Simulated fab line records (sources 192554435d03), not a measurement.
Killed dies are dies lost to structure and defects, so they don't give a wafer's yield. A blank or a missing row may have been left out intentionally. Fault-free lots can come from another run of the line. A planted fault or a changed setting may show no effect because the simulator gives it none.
The tool behind it: which one? ; flow n5 finfet ; 32 wafers from 11 lots sampled at 5 of the route's 1938 steps

== WHAT THE GAUGES SHOWED, per wafer ==
N5_BEOL_M8_THK_MEAS_01. Usual: M8_ILD_THK gives 154.6 nm (standard deviation 1.9).
lot;measured;on;M8_ILD_THK (nm);flag
L608;day 9 10:22;film metro-02;154.1 155.3 156.3;
L609;day 10 07:07;film metro-01;153.2 153.0 151.1;
L616;day 11 09:30;film metro-01;145.9 154.5 148.8;
L618;day 11 23:51;film metro-02;154.0 147.9 154.7;
L620;day 12 05:25;film metro-02;154.0 156.2 154.9;
L621;day 12 15:10;film metro-01;153.6 151.4 155.1;
L622;day 12 20:44;film metro-01;154.8 155.1 156.9;
L623;day 13 03:02;film metro-02;154.5 154.3 156.4;
L627;day 14 08:32;film metro-02;153.5 153.0 155.9;
L628;day 14 12:01;film metro-02;152.7 152.9 157.0;
L629;day 14 11:38;film metro-02;153.0 157.7;

== WHAT TOOL EACH LOT RAN ON (gives the tool, then ch and the chambers of the sampled wafers, and finally the start) ==
lot;N5_BEOL_M7_CURE_75;N5_BEOL_M7_SURFACE_TREAT_79;N5_BEOL_M7_ANNEAL_51;N5_BEOL_M8_ILD_DEP_00
L608;uv cure-02 ch 0, day 9 06:37;pvd sputter-01, day 9 07:56;rtp anneal-02 ch 0, day 9 08:31;pecvd-01 ch 0,2, day 9 09:18
L609;uv cure-02 ch 1, day 10 03:21;pvd sputter-03, day 10 04:19;rtp anneal-02 ch 0, day 10 05:01;pecvd-02 ch 0,1,2, day 10 05:49
L616;uv cure-01 ch 2, day 11 05:25;pvd sputter-01, day 11 07:08;rtp anneal-02 ch 0, day 11 07:37;pecvd-01 ch 1,2, day 11 08:25
L618;uv cure-03 ch 0, day 11 20:22;pvd sputter-03, day 11 21:38;rtp anneal-02 ch 0, day 11 22:37;pecvd-01 ch 0,1,2, day 11 23:17
L620;uv cure-03 ch 0, day 12 02:29;pvd sputter-01, day 12 03:13;rtp anneal-01 ch 0, day 12 04:06;pecvd-02 ch 0,2, day 12 04:50
L621;uv cure-03 ch 0, day 12 11:54;pvd sputter-02, day 12 12:59;rtp anneal-02 ch 0, day 12 13:48;pecvd-04 ch 0,1, day 12 14:35
L622;uv cure-01 ch 2, day 12 16:43;pvd sputter-01, day 12 18:40;rtp anneal-01 ch 0, day 12 19:22;pecvd-02 ch 0,1, day 12 20:10
L623;uv cure-01 ch 2, day 12 23:23;pvd sputter-03, day 13 00:47;rtp anneal-01 ch 0, day 13 01:44;pecvd-02 ch 0,1, day 13 02:27
L627;uv cure-01 ch 2, day 14 04:38;pvd sputter-01, day 14 05:47;rtp anneal-01 ch 0, day 14 06:20;pecvd-02 ch 0,1, day 14 07:07
L628;uv cure-01 ch 1, day 14 07:02;pvd sputter-01, day 14 08:20;rtp anneal-02 ch 0, day 14 10:08;pecvd-01 ch 0,1, day 14 10:58
L629;uv cure-03 ch 2, day 14 07:17;pvd sputter-02, day 14 09:50;rtp anneal-01 ch 0, day 14 10:16;pecvd-02 ch 0,2, day 14 11:04
- N5_BEOL_M7_CURE_75: cures SiCOH lowk, time 120 s.
- N5_BEOL_M7_SURFACE_TREAT_79
- N5_BEOL_M7_ANNEAL_51: time 90 s.
- N5_BEOL_M8_ILD_DEP_00: deposits SiCOH lowk from DEMS/porogen, target thk 179.75 nm, time 33.4 s.

== AS READ BY THE TOOLS THEMSELVES (means over the sampled wafers that have a number; for cases with no such wafer, the mark the record gives instead) ==
N5_BEOL_M7_CURE_75. Usual: lamp power pct 52.31 %, standard deviation 0.055; wafer_temp_C_max 371.8, standard deviation 0.59.
lot;tool;lamp power pct (%);wafer_temp_C_max;flag
L608;uv cure-02;52.23;372.3;
L609;uv cure-02;52.31;371.7;
L616;uv cure-01;52.32;371.3;
L618;uv cure-03;52.25;371.0;
L620;uv cure-03;52.28;371.4;
L621;uv cure-03;52.28;370.9;
L622;uv cure-01;52.30;371.5;
L623;uv cure-01;52.36;371.5;
L627;uv cure-01;52.31;371.1;
L628;uv cure-01;52.35;371.1;
L629;uv cure-03;52.28;372.0;

N5_BEOL_M7_SURFACE_TREAT_79. Usual: ar flow sccm at 30.00 sccm, with a standard deviation of 0.079.
lot;tool;ar flow sccm (sccm);flag
L608;pvd sputter-01;30.05;
L609;pvd sputter-03;30.00;
L616;pvd sputter-01;30.00;
L618;pvd sputter-03;29.98;
L620;pvd sputter-01;29.97;
L621;pvd sputter-02;29.97;
L622;pvd sputter-01;29.96;
L623;pvd sputter-03;29.99;
L627;pvd sputter-01;29.98;
L628;pvd sputter-01;30.04;
L629;pvd sputter-02;30.06;

N5_BEOL_M7_ANNEAL_51. Usual: anneal temp c max 225.95, standard deviation 0.26; wafer_temp_C_max 225.79, standard deviation 0.28.
lot;tool;anneal temp c max;wafer_temp_C_max;flag
L608;rtp anneal-02;226.32;226.01;
L609;rtp anneal-02;226.15;225.86;
L616;rtp anneal-02;226.11;226.19;
L618;rtp anneal-02;226.20;225.96;
L620;rtp anneal-01;225.58;225.61;
L621;rtp anneal-02;226.01;225.94;
L622;rtp anneal-01;226.02;225.28;
L623;rtp anneal-01;225.78;225.54;
L627;rtp anneal-01;226.01;225.63;
L628;rtp anneal-02;225.89;226.21;
L629;rtp anneal-01;225.93;225.81;

N5_BEOL_M8_ILD_DEP_00. Usual: heater power w 308 W, standard deviation 52; showerhead plenum p Torr 5.728 Torr, standard deviation 0.019; susceptor temp C 299.98 C, standard deviation 0.21; throttle valve pct 14.1 %, standard deviation 0.76.
lot;tool;heater power w (W);showerhead plenum p Torr (Torr);susceptor temp C (C);throttle valve pct (%);flag
L608;pecvd-01;360;5.716;300.03;13.8;
L609;pecvd-02;281;5.740;299.99;13.9;
L616;pecvd-01;257;5.711;300.04;14.2;
L618;pecvd-01;289;5.717;300.07;14.2;
L620;pecvd-02;295;5.740;299.96;14.0;
L621;pecvd-04;357;5.751;299.87;14.0;
L622;pecvd-02;330;5.736;300.09;14.5;
L623;pecvd-02;282;5.747;299.93;14.1;
L627;pecvd-02;280;5.728;300.05;14.1;
L628;pecvd-01;344;5.720;299.90;14.1;
L629;pecvd-02;309;5.732;300.12;14.2;

== THE ANSWER, worked out from the rows above alone ==
Rule: a lot counts as off when the mean over its wafers that have a number is more than 3 standard deviations away from the usual mean. Also off: a lot with no number at a reading for which 4 or more lots have one. Where the step has rows for the other lots, those lots are counted as sound. First the gauges in route order, then the tools' own readings, where a lot's mean is used as printed above. The first step at which some lot is off is used, and at that step the reading that is off furthest; a lot without a number counts as furthest.
No lot is off at any reading shown: from this, nothing can be told.

== WHAT THE SIMULATOR HAD INSERTED ==
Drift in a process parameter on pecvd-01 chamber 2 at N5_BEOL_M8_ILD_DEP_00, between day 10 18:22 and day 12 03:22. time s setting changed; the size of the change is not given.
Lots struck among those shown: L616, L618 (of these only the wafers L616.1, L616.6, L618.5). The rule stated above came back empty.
